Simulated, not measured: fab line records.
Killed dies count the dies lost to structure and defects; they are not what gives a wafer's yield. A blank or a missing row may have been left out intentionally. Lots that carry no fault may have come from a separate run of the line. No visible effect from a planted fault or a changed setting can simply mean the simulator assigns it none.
What tool caused it? || flow n5_finfet || 24 lots with 72 wafers sampled at 6 steps, on a route of 1938 steps

WHAT THE GAUGES SHOWED, per wafer
N5_BEOL_M14_RS_MEAS_54: a four-point-probe measurement. Usual: M14_RS typically reads 0.0332 ohm/sq, with standard deviation 0.00081.
{"lot": "L074", "measured": "day 12 08:52", "on": "film_metro-02", "M14_RS (ohm/sq)": "0.0339 0.0346 0.0326", "flag": ""}
{"lot": "L075", "measured": "day 12 09:40", "on": "film_metro-01", "M14_RS (ohm/sq)": "0.0326 0.0337 0.0328", "flag": ""}
{"lot": "L076", "measured": "day 13 01:25", "on": "film_metro-01", "M14_RS (ohm/sq)": "0.0340 0.0346 0.0322", "flag": ""}
{"lot": "L078", "measured": "day 13 03:16", "on": "film_metro-02", "M14_RS (ohm/sq)": "0.0337 0.0347 0.0350", "flag": ""}
{"lot": "L077", "measured": "day 13 03:40", "on": "film_metro-01", "M14_RS (ohm/sq)": "0.0329 0.0325 0.0322", "flag": ""}
{"lot": "L081", "measured": "day 13 14:26", "on": "film_metro-01", "M14_RS (ohm/sq)": "0.0332 0.0327 0.0332", "flag": ""}
{"lot": "L082", "measured": "day 13 18:05", "on": "film_metro-01", "M14_RS (ohm/sq)": "0.0328 0.0328 0.0331", "flag": ""}
{"lot": "L080", "measured": "day 14 01:58", "on": "film_metro-01", "M14_RS (ohm/sq)": "0.0331 0.0333 0.0335", "flag": ""}
{"lot": "L079", "measured": "day 14 06:34", "on": "film_metro-02", "M14_RS (ohm/sq)": "0.0347 0.0320 0.0341", "flag": ""}
{"lot": "L084", "measured": "day 14 06:48", "on": "film_metro-02", "M14_RS (ohm/sq)": "0.0334 0.0323 0.0325", "flag": ""}
{"lot": "L083", "measured": "day 14 12:01", "on": "film_metro-01", "M14_RS (ohm/sq)": "0.0328 0.0337 0.0324", "flag": ""}
{"lot": "L086", "measured": "day 14 15:50", "on": "film_metro-01", "M14_RS (ohm/sq)": "0.0334 0.0331 0.0349", "flag": ""}
{"lot": "L085", "measured": "day 15 03:10", "on": "film_metro-01", "M14_RS (ohm/sq)": "0.0329 0.0330 0.0327", "flag": ""}
{"lot": "L090", "measured": "day 15 08:31", "on": "film_metro-01", "M14_RS (ohm/sq)": "0.0326 0.0330 0.0324", "flag": ""}
{"lot": "L087", "measured": "day 15 13:38", "on": "film_metro-02", "M14_RS (ohm/sq)": "0.0338 0.0335 0.0321", "flag": ""}
{"lot": "L088", "measured": "day 15 20:16", "on": "film_metro-02", "M14_RS (ohm/sq)": "0.0354 0.0341 0.0351", "flag": ""}
{"lot": "L089", "measured": "day 15 21:01", "on": "film_metro-02", "M14_RS (ohm/sq)": "0.0326 0.0326 0.0329", "flag": ""}
{"lot": "L092", "measured": "day 16 12:42", "on": "film_metro-01", "M14_RS (ohm/sq)": "0.0328 0.0335 0.0333", "flag": ""}
{"lot": "L091", "measured": "day 16 16:19", "on": "film_metro-01", "M14_RS (ohm/sq)": "0.0328 0.0352 0.0328", "flag": ""}
{"lot": "L093", "measured": "day 16 16:35", "on": "film_metro-01", "M14_RS (ohm/sq)": "0.0333 0.0333 0.0331", "flag": ""}
{"lot": "L094", "measured": "day 16 22:13", "on": "film_metro-02", "M14_RS (ohm/sq)": "0.0330 0.0335 0.0342", "flag": ""}
{"lot": "L096", "measured": "day 17 16:44", "on": "film_metro-01", "M14_RS (ohm/sq)": "0.0332 0.0327 0.0337", "flag": ""}
{"lot": "L095", "measured": "day 17 16:56", "on": "film_metro-01", "M14_RS (ohm/sq)": "0.0327 0.0336 0.0329", "flag": ""}
{"lot": "L097", "measured": "day 17 22:29", "on": "film_metro-01", "M14_RS (ohm/sq)": "0.0322 0.0329 0.0322", "flag": ""}

N5_BEOL_M15_OVL_MEAS_11. Usual: V14_OVL typically reads 0 nm, with standard deviation 5.3.
{"lot": "L074", "measured": "day 12 09:31", "on": "overlay-01", "V14_OVL (nm)": "2 -7 6", "flag": ""}
{"lot": "L075", "measured": "day 12 10:19", "on": "overlay-01", "V14_OVL (nm)": "5 -2 -5", "flag": ""}
{"lot": "L076", "measured": "day 13 02:04", "on": "overlay-02", "V14_OVL (nm)": "3 -6 5", "flag": ""}
{"lot": "L078", "measured": "day 13 04:21", "on": "overlay-01", "V14_OVL (nm)": "-5 -9 -6", "flag": ""}
{"lot": "L077", "measured": "day 13 04:19", "on": "overlay-02", "V14_OVL (nm)": "1 1 1", "flag": ""}
{"lot": "L081", "measured": "day 13 15:05", "on": "overlay-02", "V14_OVL (nm)": "5 -2 5", "flag": ""}
{"lot": "L082", "measured": "day 13 18:58", "on": "overlay-01", "V14_OVL (nm)": "-7 1 -5", "flag": ""}
{"lot": "L080", "measured": "day 14 02:46", "on": "overlay-01", "V14_OVL (nm)": "-7 -4 10", "flag": ""}
{"lot": "L079", "measured": "day 14 07:20", "on": "overlay-02", "V14_OVL (nm)": "6 8 -5", "flag": ""}
{"lot": "L084", "measured": "day 14 07:34", "on": "overlay-01", "V14_OVL (nm)": "-2 -11 2", "flag": ""}
{"lot": "L083", "measured": "day 14 12:40", "on": "overlay-01", "V14_OVL (nm)": "-2 0 -1", "flag": ""}
{"lot": "L086", "measured": "day 14 16:28", "on": "overlay-01", "V14_OVL (nm)": "7 1 12", "flag": ""}
{"lot": "L085", "measured": "day 15 03:56", "on": "overlay-01", "V14_OVL (nm)": "0 3 -1", "flag": ""}
{"lot": "L090", "measured": "day 15 09:10", "on": "overlay-01", "V14_OVL (nm)": "-3 -6 -10", "flag": ""}
{"lot": "L087", "measured": "day 15 14:16", "on": "overlay-01", "V14_OVL (nm)": "-1 3 -3", "flag": ""}
{"lot": "L088", "measured": "day 15 20:54", "on": "overlay-01", "V14_OVL (nm)": "2 3 -3", "flag": ""}
{"lot": "L089", "measured": "day 15 21:47", "on": "overlay-01", "V14_OVL (nm)": "6 2 6", "flag": ""}
{"lot": "L092", "measured": "day 16 13:21", "on": "overlay-01", "V14_OVL (nm)": "-1 2 1", "flag": ""}
{"lot": "L091", "measured": "day 16 17:11", "on": "overlay-02", "V14_OVL (nm)": "-5 0 -8", "flag": ""}
{"lot": "L093", "measured": "day 16 17:22", "on": "overlay-01", "V14_OVL (nm)": "4 6 -3", "flag": ""}
{"lot": "L094", "measured": "day 16 22:52", "on": "overlay-02", "V14_OVL (nm)": "-14 -6 -1", "flag": ""}
{"lot": "L096", "measured": "day 17 17:23", "on": "overlay-02", "V14_OVL (nm)": "7 -3 -2", "flag": ""}
{"lot": "L095", "measured": "day 17 17:35", "on": "overlay-02", "V14_OVL (nm)": "-1 -3 3", "flag": ""}
{"lot": "L097", "measured": "day 17 23:08", "on": "overlay-01", "V14_OVL (nm)": "1 -5 2", "flag": ""}

N5_BEOL_M15_CD_MEAS_17: the cd target is 360 nm. Usual: 360.9 nm for cd_nm, sd 2.3.
{"lot": "L074", "measured": "day 12 10:04", "on": "cd_sem-02", "cd_nm (nm)": "362.8 360.6 360.9", "flag": ""}
{"lot": "L075", "measured": "day 12 10:52", "on": "cd_sem-01", "cd_nm (nm)": "356.5 359.3 357.5", "flag": ""}
{"lot": "L076", "measured": "day 13 02:46", "on": "cd_sem-01", "cd_nm (nm)": "357.7 362.3 358.2", "flag": ""}
{"lot": "L078", "measured": "day 13 04:56", "on": "cd_sem-02", "cd_nm (nm)": "360.7 364.2 364.9", "flag": ""}
{"lot": "L077", "measured": "day 13 04:54", "on": "cd_sem-01", "cd_nm (nm)": "361.5 363.1 360.9", "flag": ""}
{"lot": "L081", "measured": "day 13 15:39", "on": "cd_sem-03", "cd_nm (nm)": "361.6 360.6 363.9", "flag": ""}
{"lot": "L082", "measured": "day 13 19:38", "on": "cd_sem-03", "cd_nm (nm)": "360.3 359.7 358.8", "flag": ""}
{"lot": "L080", "measured": "day 14 03:22", "on": "cd_sem-01", "cd_nm (nm)": "356.0 359.5 358.2", "flag": ""}
{"lot": "L079", "measured": "day 14 07:53", "on": "cd_sem-02", "cd_nm (nm)": "362.7 360.6 363.1", "flag": ""}
{"lot": "L084", "measured": "day 14 08:17", "on": "cd_sem-02", "cd_nm (nm)": "358.1 359.2 360.2", "flag": ""}
{"lot": "L083", "measured": "day 14 13:13", "on": "cd_sem-03", "cd_nm (nm)": "360.3 364.3 364.1", "flag": ""}
{"lot": "L086", "measured": "day 14 17:02", "on": "cd_sem-03", "cd_nm (nm)": "362.7 362.9 361.2", "flag": ""}
{"lot": "L085", "measured": "day 15 04:34", "on": "cd_sem-01", "cd_nm (nm)": "360.2 358.9 357.8", "flag": ""}
{"lot": "L090", "measured": "day 15 09:44", "on": "cd_sem-01", "cd_nm (nm)": "359.0 360.8 362.3", "flag": ""}
{"lot": "L087", "measured": "day 15 14:50", "on": "cd_sem-02", "cd_nm (nm)": "367.0 364.0 363.3", "flag": ""}
{"lot": "L088", "measured": "day 15 21:28", "on": "cd_sem-01", "cd_nm (nm)": "362.6 358.6 359.7", "flag": ""}
{"lot": "L089", "measured": "day 15 22:20", "on": "cd_sem-03", "cd_nm (nm)": "363.5 359.3 362.2", "flag": ""}
{"lot": "L092", "measured": "day 16 13:55", "on": "cd_sem-02", "cd_nm (nm)": "362.1 360.2 359.7", "flag": ""}
{"lot": "L091", "measured": "day 16 18:07", "on": "cd_sem-03", "cd_nm (nm)": "360.3 362.1 365.3", "flag": ""}
{"lot": "L093", "measured": "day 16 18:18", "on": "cd_sem-01", "cd_nm (nm)": "361.2 360.0 359.9", "flag": ""}
{"lot": "L094", "measured": "day 16 23:25", "on": "cd_sem-01", "cd_nm (nm)": "357.7 357.5 355.6", "flag": ""}
{"lot": "L096", "measured": "day 17 17:56", "on": "cd_sem-01", "cd_nm (nm)": "361.5 357.9 362.0", "flag": ""}
{"lot": "L095", "measured": "day 17 18:24", "on": "cd_sem-01", "cd_nm (nm)": "359.6 357.9 360.7", "flag": ""}
{"lot": "L097", "measured": "day 17 23:43", "on": "cd_sem-03", "cd_nm (nm)": "364.1 362.9 361.1", "flag": ""}

N5_BEOL_M15_RS_MEAS_54: a four-point-probe measurement. Usual: M15_RS typically reads 0.0219 ohm/sq, with standard deviation 0.00062.
{"lot": "L074", "measured": "day 12 14:38", "on": "film_metro-01", "M15_RS (ohm/sq)": "0.0226 0.0218 0.0228", "flag": ""}
{"lot": "L075", "measured": "day 12 21:01", "on": "film_metro-02", "M15_RS (ohm/sq)": "0.0210 0.0212 0.0229", "flag": ""}
{"lot": "L076", "measured": "day 13 09:46", "on": "film_metro-01", "M15_RS (ohm/sq)": "0.0210 0.0225 0.0210", "flag": ""}
{"lot": "L078", "measured": "day 13 14:23", "on": "film_metro-02", "M15_RS (ohm/sq)": "0.0219 0.0213 0.0213", "flag": ""}
{"lot": "L077", "measured": "day 13 11:11", "on": "film_metro-01", "M15_RS (ohm/sq)": "0.0228 0.0212 0.0217", "flag": ""}
{"lot": "L081", "measured": "day 13 21:52", "on": "film_metro-02", "M15_RS (ohm/sq)": "0.0225 0.0215 0.0227", "flag": ""}
{"lot": "L082", "measured": "day 14 01:33", "on": "film_metro-02", "M15_RS (ohm/sq)": "0.0221 0.0224 0.0215", "flag": ""}
{"lot": "L080", "measured": "day 14 08:59", "on": "film_metro-01", "M15_RS (ohm/sq)": "0.0222 0.0210 0.0211", "flag": ""}
{"lot": "L079", "measured": "day 14 12:17", "on": "film_metro-01", "M15_RS (ohm/sq)": "0.0220 0.0218 0.0212", "flag": ""}
{"lot": "L084", "measured": "day 14 12:34", "on": "film_metro-02", "M15_RS (ohm/sq)": "0.0228 0.0219 0.0220", "flag": ""}
{"lot": "L083", "measured": "day 14 20:58", "on": "film_metro-02", "M15_RS (ohm/sq)": "0.0218 0.0208 0.0210", "flag": ""}
{"lot": "L086", "measured": "day 14 21:21", "on": "film_metro-01", "M15_RS (ohm/sq)": "0.0211 0.0227 0.0221", "flag": ""}
{"lot": "L085", "measured": "day 15 08:47", "on": "film_metro-01", "M15_RS (ohm/sq)": "0.0210 0.0222 0.0223", "flag": ""}
{"lot": "L090", "measured": "day 15 15:26", "on": "film_metro-02", "M15_RS (ohm/sq)": "0.0211 0.0222 0.0211", "flag": ""}
{"lot": "L087", "measured": "day 15 18:46", "on": "film_metro-01", "M15_RS (ohm/sq)": "0.0227 0.0218 0.0215", "flag": ""}
{"lot": "L088", "measured": "day 16 11:32", "on": "film_metro-02", "M15_RS (ohm/sq)": "0.0208 0.0221 0.0223", "flag": ""}
{"lot": "L089", "measured": "day 16 12:12", "on": "film_metro-01", "M15_RS (ohm/sq)": "0.0229 0.0214 0.0217", "flag": ""}
{"lot": "L092", "measured": "day 16 18:55", "on": "film_metro-02", "M15_RS (ohm/sq)": "0.0210 0.0212 0.0222", "flag": ""}
{"lot": "L091", "measured": "day 16 22:15", "on": "film_metro-01", "M15_RS (ohm/sq)": "0.0221 0.0222 0.0211", "flag": ""}
{"lot": "L093", "measured": "day 16 22:39", "on": "film_metro-02", "M15_RS (ohm/sq)": "0.0222 0.0221 0.0222", "flag": ""}
{"lot": "L094", "measured": "day 17 08:20", "on": "film_metro-02", "M15_RS (ohm/sq)": "0.0208 0.0224 0.0211", "flag": ""}
{"lot": "L096", "measured": "day 17 22:40", "on": "film_metro-02", "M15_RS (ohm/sq)": "0.0232 0.0223 0.0222", "flag": ""}
{"lot": "L095", "measured": "day 17 22:56", "on": "film_metro-02", "M15_RS (ohm/sq)": "0.0214 0.0212 0.0215", "flag": ""}
{"lot": "L097", "measured": "day 18 04:50", "on": "film_metro-01", "M15_RS (ohm/sq)": "0.0230 0.0208 0.0229", "flag": ""}

WHAT TOOL EACH LOT RAN ON (gives the tool, then ch and the chambers of the sampled wafers, and finally the start)
{"lot": "L074", "N5_BEOL_M14_SPUTTER_44": "pvd_sputter-03, day 12 07:45", "N5_BEOL_M15_SPUTTER_45": "pvd_sputter-03, day 12 13:33"}
{"lot": "L075", "N5_BEOL_M14_SPUTTER_44": "pvd_sputter-01, day 12 08:34", "N5_BEOL_M15_SPUTTER_45": "pvd_sputter-01, day 12 19:56"}
{"lot": "L076", "N5_BEOL_M14_SPUTTER_44": "pvd_sputter-03, day 13 00:19", "N5_BEOL_M15_SPUTTER_45": "pvd_sputter-01, day 13 08:39"}
{"lot": "L078", "N5_BEOL_M14_SPUTTER_44": "pvd_sputter-02, day 13 02:10", "N5_BEOL_M15_SPUTTER_45": "pvd_sputter-01, day 13 13:19"}
{"lot": "L077", "N5_BEOL_M14_SPUTTER_44": "pvd_sputter-02, day 13 02:34", "N5_BEOL_M15_SPUTTER_45": "pvd_sputter-03, day 13 09:49"}
{"lot": "L081", "N5_BEOL_M14_SPUTTER_44": "pvd_sputter-03, day 13 13:20", "N5_BEOL_M15_SPUTTER_45": "pvd_sputter-01, day 13 20:47"}
{"lot": "L082", "N5_BEOL_M14_SPUTTER_44": "pvd_sputter-03, day 13 16:58", "N5_BEOL_M15_SPUTTER_45": "pvd_sputter-01, day 14 00:28"}
{"lot": "L080", "N5_BEOL_M14_SPUTTER_44": "pvd_sputter-01, day 14 00:45", "N5_BEOL_M15_SPUTTER_45": "pvd_sputter-03, day 14 07:51"}
{"lot": "L079", "N5_BEOL_M14_SPUTTER_44": "pvd_sputter-01, day 14 05:10", "N5_BEOL_M15_SPUTTER_45": "pvd_sputter-02, day 14 10:25"}
{"lot": "L084", "N5_BEOL_M14_SPUTTER_44": "pvd_sputter-03, day 14 05:20", "N5_BEOL_M15_SPUTTER_45": "pvd_sputter-02, day 14 10:49"}
{"lot": "L083", "N5_BEOL_M14_SPUTTER_44": "pvd_sputter-02, day 14 10:01", "N5_BEOL_M15_SPUTTER_45": "pvd_sputter-02, day 14 19:17"}
{"lot": "L086", "N5_BEOL_M14_SPUTTER_44": "pvd_sputter-01, day 14 14:43", "N5_BEOL_M15_SPUTTER_45": "pvd_sputter-03, day 14 19:35"}
{"lot": "L085", "N5_BEOL_M14_SPUTTER_44": "pvd_sputter-03, day 15 02:01", "N5_BEOL_M15_SPUTTER_45": "pvd_sputter-03, day 15 07:43"}
{"lot": "L090", "N5_BEOL_M14_SPUTTER_44": "pvd_sputter-03, day 15 07:19", "N5_BEOL_M15_SPUTTER_45": "pvd_sputter-01, day 15 14:21"}
{"lot": "L087", "N5_BEOL_M14_SPUTTER_44": "pvd_sputter-01, day 15 11:22", "N5_BEOL_M15_SPUTTER_45": "pvd_sputter-01, day 15 17:40"}
{"lot": "L088", "N5_BEOL_M14_SPUTTER_44": "pvd_sputter-01, day 15 18:59", "N5_BEOL_M15_SPUTTER_45": "pvd_sputter-01, day 16 10:28"}
{"lot": "L089", "N5_BEOL_M14_SPUTTER_44": "pvd_sputter-01, day 15 19:54", "N5_BEOL_M15_SPUTTER_45": "pvd_sputter-01, day 16 11:07"}
{"lot": "L092", "N5_BEOL_M14_SPUTTER_44": "pvd_sputter-01, day 16 11:24", "N5_BEOL_M15_SPUTTER_45": "pvd_sputter-01, day 16 17:50"}
{"lot": "L091", "N5_BEOL_M14_SPUTTER_44": "pvd_sputter-01, day 16 15:10", "N5_BEOL_M15_SPUTTER_45": "pvd_sputter-01, day 16 21:10"}
{"lot": "L093", "N5_BEOL_M14_SPUTTER_44": "pvd_sputter-03, day 16 15:16", "N5_BEOL_M15_SPUTTER_45": "pvd_sputter-03, day 16 21:13"}
{"lot": "L094", "N5_BEOL_M14_SPUTTER_44": "pvd_sputter-02, day 16 21:05", "N5_BEOL_M15_SPUTTER_45": "pvd_sputter-01, day 17 07:08"}
{"lot": "L096", "N5_BEOL_M14_SPUTTER_44": "pvd_sputter-01, day 17 15:20", "N5_BEOL_M15_SPUTTER_45": "pvd_sputter-02, day 17 21:02"}
{"lot": "L095", "N5_BEOL_M14_SPUTTER_44": "pvd_sputter-02, day 17 15:33", "N5_BEOL_M15_SPUTTER_45": "pvd_sputter-01, day 17 21:07"}
{"lot": "L097", "N5_BEOL_M14_SPUTTER_44": "pvd_sputter-03, day 17 20:48", "N5_BEOL_M15_SPUTTER_45": "pvd_sputter-01, day 18 03:28"}
- N5_BEOL_M14_SPUTTER_44: material Ta, target thk 15 nm, time 24.19 s.
- N5_BEOL_M15_SPUTTER_45: material Cu, target thk 100 nm, time 16.67 s.

AS READ BY THE TOOLS THEMSELVES (means over the sampled wafers that have a number; for cases with no such wafer, the mark the record gives instead)
N5_BEOL_M14_SPUTTER_44. Usual: chamber_pressure_pa 0.07 Pa, standard deviation 0.00015; throttle_valve_pct 30.1 %, standard deviation 0.98.
{"lot": "L074", "tool": "pvd_sputter-03", "chamber_pressure_pa (Pa)": 0.07, "throttle_valve_pct (%)": 30.0, "flag": ""}
{"lot": "L075", "tool": "pvd_sputter-01", "chamber_pressure_pa (Pa)": 0.07, "throttle_valve_pct (%)": 29.7, "flag": ""}
{"lot": "L076", "tool": "pvd_sputter-03", "chamber_pressure_pa (Pa)": 0.07, "throttle_valve_pct (%)": 30.6, "flag": ""}
{"lot": "L078", "tool": "pvd_sputter-02", "chamber_pressure_pa (Pa)": 0.07, "throttle_valve_pct (%)": 29.7, "flag": ""}
{"lot": "L077", "tool": "pvd_sputter-02", "chamber_pressure_pa (Pa)": 0.07, "throttle_valve_pct (%)": 29.7, "flag": ""}
{"lot": "L081", "tool": "pvd_sputter-03", "chamber_pressure_pa (Pa)": 0.07, "throttle_valve_pct (%)": 31.1, "flag": ""}
{"lot": "L082", "tool": "pvd_sputter-03", "chamber_pressure_pa (Pa)": 0.07, "throttle_valve_pct (%)": 29.5, "flag": ""}
{"lot": "L080", "tool": "pvd_sputter-01", "chamber_pressure_pa (Pa)": 0.07, "throttle_valve_pct (%)": 30.0, "flag": ""}
{"lot": "L079", "tool": "pvd_sputter-01", "chamber_pressure_pa (Pa)": 0.07, "throttle_valve_pct (%)": 29.9, "flag": ""}
{"lot": "L084", "tool": "pvd_sputter-03", "chamber_pressure_pa (Pa)": 0.07, "throttle_valve_pct (%)": 29.8, "flag": ""}
{"lot": "L083", "tool": "pvd_sputter-02", "chamber_pressure_pa (Pa)": 0.07, "throttle_valve_pct (%)": 30.1, "flag": ""}
{"lot": "L086", "tool": "pvd_sputter-01", "chamber_pressure_pa (Pa)": 0.07, "throttle_valve_pct (%)": 29.6, "flag": ""}
{"lot": "L085", "tool": "pvd_sputter-03", "chamber_pressure_pa (Pa)": 0.07, "throttle_valve_pct (%)": 31.1, "flag": ""}
{"lot": "L090", "tool": "pvd_sputter-03", "chamber_pressure_pa (Pa)": 0.07, "throttle_valve_pct (%)": 29.2, "flag": ""}
{"lot": "L087", "tool": "pvd_sputter-01", "chamber_pressure_pa (Pa)": 0.07, "throttle_valve_pct (%)": 29.6, "flag": ""}
{"lot": "L088", "tool": "pvd_sputter-01", "chamber_pressure_pa (Pa)": 0.07, "throttle_valve_pct (%)": 30.5, "flag": ""}
{"lot": "L089", "tool": "pvd_sputter-01", "chamber_pressure_pa (Pa)": 0.07, "throttle_valve_pct (%)": 30.1, "flag": ""}
{"lot": "L092", "tool": "pvd_sputter-01", "chamber_pressure_pa (Pa)": 0.07, "throttle_valve_pct (%)": 30.2, "flag": ""}
{"lot": "L091", "tool": "pvd_sputter-01", "chamber_pressure_pa (Pa)": 0.07, "throttle_valve_pct (%)": 30.2, "flag": ""}
{"lot": "L093", "tool": "pvd_sputter-03", "chamber_pressure_pa (Pa)": 0.07, "throttle_valve_pct (%)": 29.3, "flag": ""}
{"lot": "L094", "tool": "pvd_sputter-02", "chamber_pressure_pa (Pa)": 0.07, "throttle_valve_pct (%)": 30.1, "flag": ""}
{"lot": "L096", "tool": "pvd_sputter-01", "chamber_pressure_pa (Pa)": 0.07, "throttle_valve_pct (%)": 30.0, "flag": ""}
{"lot": "L095", "tool": "pvd_sputter-02", "chamber_pressure_pa (Pa)": 0.07, "throttle_valve_pct (%)": 29.6, "flag": ""}
{"lot": "L097", "tool": "pvd_sputter-03", "chamber_pressure_pa (Pa)": 0.07, "throttle_valve_pct (%)": 29.8, "flag": ""}

N5_BEOL_M15_SPUTTER_45. Usual: chamber_pressure_pa 0.12999 Pa, standard deviation 0.00027; throttle_valve_pct 30.2 %, standard deviation 0.91.
{"lot": "L074", "tool": "pvd_sputter-03", "chamber_pressure_pa (Pa)": 0.12986, "throttle_valve_pct (%)": 31.1, "flag": ""}
{"lot": "L075", "tool": "pvd_sputter-01", "chamber_pressure_pa (Pa)": 0.13009, "throttle_valve_pct (%)": 30.8, "flag": ""}
{"lot": "L076", "tool": "pvd_sputter-01", "chamber_pressure_pa (Pa)": 0.12996, "throttle_valve_pct (%)": 30.6, "flag": ""}
{"lot": "L078", "tool": "pvd_sputter-01", "chamber_pressure_pa (Pa)": 0.12994, "throttle_valve_pct (%)": 29.7, "flag": ""}
{"lot": "L077", "tool": "pvd_sputter-03", "chamber_pressure_pa (Pa)": 0.13029, "throttle_valve_pct (%)": 30.2, "flag": ""}
{"lot": "L081", "tool": "pvd_sputter-01", "chamber_pressure_pa (Pa)": 0.13028, "throttle_valve_pct (%)": 30.3, "flag": ""}
{"lot": "L082", "tool": "pvd_sputter-01", "chamber_pressure_pa (Pa)": 0.13026, "throttle_valve_pct (%)": 30.7, "flag": ""}
{"lot": "L080", "tool": "pvd_sputter-03", "chamber_pressure_pa (Pa)": 0.13005, "throttle_valve_pct (%)": 30.1, "flag": ""}
{"lot": "L079", "tool": "pvd_sputter-02", "chamber_pressure_pa (Pa)": 0.12984, "throttle_valve_pct (%)": 29.0, "flag": ""}
{"lot": "L084", "tool": "pvd_sputter-02", "chamber_pressure_pa (Pa)": 0.12993, "throttle_valve_pct (%)": 30.3, "flag": ""}
{"lot": "L083", "tool": "pvd_sputter-02", "chamber_pressure_pa (Pa)": 0.12993, "throttle_valve_pct (%)": 30.1, "flag": ""}
{"lot": "L086", "tool": "pvd_sputter-03", "chamber_pressure_pa (Pa)": 0.12974, "throttle_valve_pct (%)": 30.5, "flag": ""}
{"lot": "L085", "tool": "pvd_sputter-03", "chamber_pressure_pa (Pa)": 0.13013, "throttle_valve_pct (%)": 30.7, "flag": ""}
{"lot": "L090", "tool": "pvd_sputter-01", "chamber_pressure_pa (Pa)": 0.13006, "throttle_valve_pct (%)": 30.5, "flag": ""}
{"lot": "L087", "tool": "pvd_sputter-01", "chamber_pressure_pa (Pa)": 0.12999, "throttle_valve_pct (%)": 30.6, "flag": ""}
{"lot": "L088", "tool": "pvd_sputter-01", "chamber_pressure_pa (Pa)": 0.13005, "throttle_valve_pct (%)": 30.2, "flag": ""}
{"lot": "L089", "tool": "pvd_sputter-01", "chamber_pressure_pa (Pa)": 0.13001, "throttle_valve_pct (%)": 30.0, "flag": ""}
{"lot": "L092", "tool": "pvd_sputter-01", "chamber_pressure_pa (Pa)": 0.12992, "throttle_valve_pct (%)": 30.0, "flag": ""}
{"lot": "L091", "tool": "pvd_sputter-01", "chamber_pressure_pa (Pa)": 0.12985, "throttle_valve_pct (%)": 30.6, "flag": ""}
{"lot": "L093", "tool": "pvd_sputter-03", "chamber_pressure_pa (Pa)": 0.12973, "throttle_valve_pct (%)": 30.2, "flag": ""}
{"lot": "L094", "tool": "pvd_sputter-01", "chamber_pressure_pa (Pa)": 0.13008, "throttle_valve_pct (%)": 30.3, "flag": ""}
{"lot": "L096", "tool": "pvd_sputter-02", "chamber_pressure_pa (Pa)": 0.13018, "throttle_valve_pct (%)": 29.8, "flag": ""}
{"lot": "L095", "tool": "pvd_sputter-01", "chamber_pressure_pa (Pa)": 0.12999, "throttle_valve_pct (%)": 30.3, "flag": ""}
{"lot": "L097", "tool": "pvd_sputter-01", "chamber_pressure_pa (Pa)": 0.12983, "throttle_valve_pct (%)": 30.0, "flag": ""}

THE ANSWER, worked out from the rows above alone
Rule: take the mean of a lot's wafers that have a number; if it is more than 3 standard deviations from the usual mean, the lot is off. Also off: a lot with no number at a reading for which 4 or more lots have one. The other lots that the step has rows for count as sound. Order of review: gauges by route order, followed by the tools' own readings, for which a lot's mean as printed above is used. The first step at which some lot is off is used, and at that step the reading that is off furthest; a lot without a number counts as furthest.
No lot is off on any of the readings shown, so nothing can be concluded from this.

WHAT THE SIMULATOR PUT IN
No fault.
